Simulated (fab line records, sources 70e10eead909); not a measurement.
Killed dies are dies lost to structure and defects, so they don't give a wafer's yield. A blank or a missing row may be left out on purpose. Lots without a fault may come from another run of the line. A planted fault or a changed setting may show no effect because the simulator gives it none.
Which tool did it? | flow nand_harc | 13 lots, 37 wafers sampled, at 5 steps of a route of 1302

WHAT THE GAUGES READ, wafer by wafer
NHARC_END_SORT_01. Usual: killed_at_array 54, standard deviation 21; killed_at_other 1.0, standard deviation 1.2; killed_at_periphery 3.6, standard deviation 2.6; killed_dies 58, standard deviation 20; killed_open 3.3, standard deviation 1.9; killed_short 2.6, standard deviation 1.5.
lot  | measured     | on        | killed_at_array | killed_at_other | killed_at_periphery | killed_dies | killed_open | killed_short | flag
L494 | day 30 19:50 | prober-02 | 77 69 74        | 0 0 1           | 8 10 11             | 85 79 86    | 4 3 7       | 2 1 2        |
L495 | day 30 20:47 | prober-01 | 44              | 2               | 4                   | 50          | 1           | 3            |

WHICH TOOL RAN EACH LOT (tool, then ch and the chambers of the sampled wafers, then the start)
lot  | NHARC_A_CHANNEL_HOLE_D2_ETCH_19  | NHARC_A_CHANNEL_HOLE_D2_ETCH_20  | NHARC_A_CHANNEL_FILL_D2_ALD_14   | NHARC_A_CHANNEL_FILL_D2_ALD_16
L478 | har_etch-02 ch 0,1, day 13 05:33 | har_etch-02 ch 0,1, day 13 05:44 | ald_hk-02 ch 0,1,2, day 13 19:19 | ald_hk-04 ch 0,1,3, day 14 00:28
L479 | har_etch-02 ch 0, day 14 01:23   | har_etch-02 ch 0, day 14 01:44   | ald_hk-03 ch 1,2, day 14 18:38   | ald_hk-04 ch 2,3, day 14 23:44
L484 | har_etch-01 ch 0,1, day 15 06:59 | har_etch-01 ch 0,1, day 15 07:06 | ald_hk-04 ch 1,2,3, day 15 20:02 | ald_hk-03 ch 0,1,3, day 16 01:14
L485 | har_etch-02 ch 1, day 16 04:38   | har_etch-02 ch 1, day 16 04:46   | ald_hk-02 ch 1,2, day 16 17:38   | ald_hk-03 ch 0,3, day 16 22:49
L486 | har_etch-01 ch 0,1, day 16 06:12 | har_etch-01 ch 0,1, day 16 06:23 | ald_hk-02 ch 0,2, day 16 17:54   | ald_hk-03 ch 2,3, day 16 23:00
L491 | har_etch-02 ch 0,1, day 18 16:44 | har_etch-02 ch 0,1, day 18 16:55 | ald_hk-02 ch 0,1, day 19 05:40   | ald_hk-03 ch 1,2,3, day 19 11:28
L492 | har_etch-02 ch 0,1, day 19 09:13 | har_etch-02 ch 0,1, day 19 09:24 | ald_hk-02 ch 0,2,3, day 19 22:05 | ald_hk-03 ch 1,2,3, day 20 03:21
L493 | har_etch-01 ch 0,1, day 19 09:14 | har_etch-01 ch 0,1, day 19 09:21 | ald_hk-03 ch 0,3, day 19 22:02   | ald_hk-04 ch 0,1,3, day 20 03:11
L494 | har_etch-01 ch 0,1, day 19 21:02 | har_etch-01 ch 0,1, day 19 21:13 | ald_hk-04 ch 1,3, day 20 09:55   | ald_hk-03 ch 0,3, day 20 15:05
L495 | har_etch-02 ch 0,1, day 19 21:21 | har_etch-02 ch 0,1, day 19 21:28 | ald_hk-04 ch 0,2,3, day 20 10:08 | ald_hk-02 ch 0,1,2, day 20 15:05
L496 | har_etch-01 ch 0,1, day 20 21:30 | har_etch-01 ch 0,1, day 20 21:37 | ald_hk-02 ch 1,2, day 21 10:46   | ald_hk-03 ch 0,1, day 21 15:59
L497 | har_etch-01 ch 0,1, day 21 02:34 | har_etch-01 ch 0,1, day 21 02:44 | ald_hk-03 ch 0,1,2, day 21 15:52 | ald_hk-03 ch 1,2, day 21 20:41
L501 | har_etch-01 ch 0,1, day 22 14:47 | har_etch-01 ch 0,1, day 22 14:53 | ald_hk-04 ch 0,2, day 23 02:41   | ald_hk-03 ch 1,3, day 23 07:49
- NHARC_A_CHANNEL_HOLE_D2_ETCH_19: etches the open film in C4F8/O2/Ar, time 34.5 s.
- NHARC_A_CHANNEL_HOLE_D2_ETCH_20: etches the open film in C4F8/O2/Ar, time 361.9 s, target depth 1600 nm.
- NHARC_A_CHANNEL_FILL_D2_ALD_14: deposits SiO2, target thk 2.5 nm, pulse time 10 s, ald cycles 25.
- NHARC_A_CHANNEL_FILL_D2_ALD_16: deposits SiO2, target thk 1.5 nm, pulse time 10 s, ald cycles 15.

WHAT THE TOOLS THEMSELVES READ (means of the sampled wafers that have a number; where no wafer has one, the mark that the record gives instead)
NHARC_A_CHANNEL_HOLE_D2_ETCH_19. Usual: drypump_motor_current_A 5.5 A, standard deviation 0.31; showerhead_plenum_p_Torr 3.67 Torr, standard deviation 0.1; throttle_valve_pct 37.037 %, standard deviation 0.0087.
lot  | tool        | drypump_motor_current_A (A) | showerhead_plenum_p_Torr (Torr) | throttle_valve_pct (%) | flag
L478 | har_etch-02 | 5.7                         | 3.78                            | 37.035                 |
L479 | har_etch-02 | 5.5                         | 3.78                            | 37.032                 |
L484 | har_etch-01 | 5.3                         | 3.64                            | 37.040                 |
L485 | har_etch-02 | 6.0                         | 3.76                            | 37.037                 |
L486 | har_etch-01 | 5.3                         | 3.61                            | 37.035                 |
L491 | har_etch-02 | 5.9                         | 3.74                            | 37.038                 |
L492 | har_etch-02 | 5.9                         | 3.74                            | 37.043                 |
L493 | har_etch-01 | 5.3                         | 3.61                            | 37.041                 |
L494 | har_etch-01 | 5.3                         | 3.61                            | 37.034                 |
L495 | har_etch-02 | 5.7                         | 3.73                            | 37.041                 |
L496 | har_etch-01 | 5.3                         | 3.60                            | 37.034                 |
L497 | har_etch-01 | 5.3                         | 3.60                            | 37.038                 |
L501 | har_etch-01 | 5.3                         | 3.53                            | 37.042                 |

NHARC_A_CHANNEL_HOLE_D2_ETCH_20. Usual: drypump_motor_current_A 5.5 A, standard deviation 0.31; showerhead_plenum_p_Torr 3.63 Torr, standard deviation 0.099; throttle_valve_pct 32.155 %, standard deviation 0.0093.
lot  | tool        | drypump_motor_current_A (A) | showerhead_plenum_p_Torr (Torr) | throttle_valve_pct (%) | flag
L478 | har_etch-02 | 5.7                         | 3.74                            | 32.149                 |
L479 | har_etch-02 | 5.5                         | 3.74                            | 32.162                 |
L484 | har_etch-01 | 5.3                         | 3.60                            | 32.155                 |
L485 | har_etch-02 | 6.0                         | 3.71                            | 32.157                 |
L486 | har_etch-01 | 5.3                         | 3.58                            | 32.167                 |
L491 | har_etch-02 | 5.9                         | 3.70                            | 32.147                 |
L492 | har_etch-02 | 5.9                         | 3.70                            | 32.164                 |
L493 | har_etch-01 | 5.4                         | 3.57                            | 32.158                 |
L494 | har_etch-01 | 5.3                         | 3.57                            | 32.163                 |
L495 | har_etch-02 | 5.7                         | 3.69                            | 32.154                 |
L496 | har_etch-01 | 5.3                         | 3.56                            | 32.150                 |
L497 | har_etch-01 | 5.3                         | 3.56                            | 32.164                 |
L501 | har_etch-01 | 5.3                         | 3.50                            | 32.148                 |

NHARC_A_CHANNEL_FILL_D2_ALD_14. Usual: heater_power_outer_w 242 W, standard deviation 27; heater_power_w 429 W, standard deviation 43; precursor_pulse_height_rel 1.000, standard deviation 0.021.
lot  | tool      | heater_power_outer_w (W) | heater_power_w (W) | precursor_pulse_height_rel | flag
L478 | ald_hk-02 | 236                      | 413                | 1.000                      |
L479 | ald_hk-03 | 243                      | 433                | 0.989                      |
L484 | ald_hk-04 | 252                      | 442                | 1.003                      |
L485 | ald_hk-02 | 244                      | 437                | 0.972                      |
L486 | ald_hk-02 | 235                      | 394                | 1.010                      |
L491 | ald_hk-02 | 225                      | 413                | 0.988                      |
L492 | ald_hk-02 | 226                      | 400                | 0.995                      |
L493 | ald_hk-03 | 245                      | 442                | 1.010                      |
L494 | ald_hk-04 | 264                      | 464                | 1.006                      |
L495 | ald_hk-04 | 280                      | 476                | 0.999                      |
L496 | ald_hk-02 | 248                      | 441                | 0.993                      |
L497 | ald_hk-03 | 226                      | 402                | 1.024                      |
L501 | ald_hk-04 | 286                      | 478                | 1.007                      |

NHARC_A_CHANNEL_FILL_D2_ALD_16. Usual: heater_power_outer_w 243 W, standard deviation 28; heater_power_w 431 W, standard deviation 44; precursor_pulse_height_rel 0.999, standard deviation 0.019.
lot  | tool      | heater_power_outer_w (W) | heater_power_w (W) | precursor_pulse_height_rel | flag
L478 | ald_hk-04 | 256                      | 454                | 0.994                      |
L479 | ald_hk-04 | 267                      | 479                | 0.991                      |
L484 | ald_hk-03 | 251                      | 451                | 1.005                      |
L485 | ald_hk-03 | 250                      | 443                | 1.004                      |
L486 | ald_hk-03 | 224                      | 420                | 0.994                      |
L491 | ald_hk-03 | 231                      | 425                | 1.000                      |
L492 | ald_hk-03 | 232                      | 425                | 0.996                      |
L493 | ald_hk-04 | 273                      | 461                | 1.004                      |
L494 | ald_hk-03 | 241                      | 420                | 0.998                      |
L495 | ald_hk-02 | 237                      | 417                | 1.008                      |
L496 | ald_hk-03 | 245                      | 436                | 0.990                      |
L497 | ald_hk-03 | 230                      | 421                | 0.999                      |
L501 | ald_hk-03 | 253                      | 451                | 0.986                      |

THE ANSWER, worked out from the rows above alone
Rule: a lot is off if the mean of its wafers that have a number lies more than 3 standard deviations from the usual mean. A lot without any number at a reading at which 4 lots or more have one is off too. The other lots that the step has rows for count as sound. The gauges are gone through in route order, then the tools' own readings, and for those a lot's mean is taken as printed above. The first step at which some lot is off is used, and at that step the reading that is off furthest; a lot without a number counts as furthest.
No lot is off at any reading shown: from this, nothing can be told.

WHAT THE SIMULATOR HAD PUT IN
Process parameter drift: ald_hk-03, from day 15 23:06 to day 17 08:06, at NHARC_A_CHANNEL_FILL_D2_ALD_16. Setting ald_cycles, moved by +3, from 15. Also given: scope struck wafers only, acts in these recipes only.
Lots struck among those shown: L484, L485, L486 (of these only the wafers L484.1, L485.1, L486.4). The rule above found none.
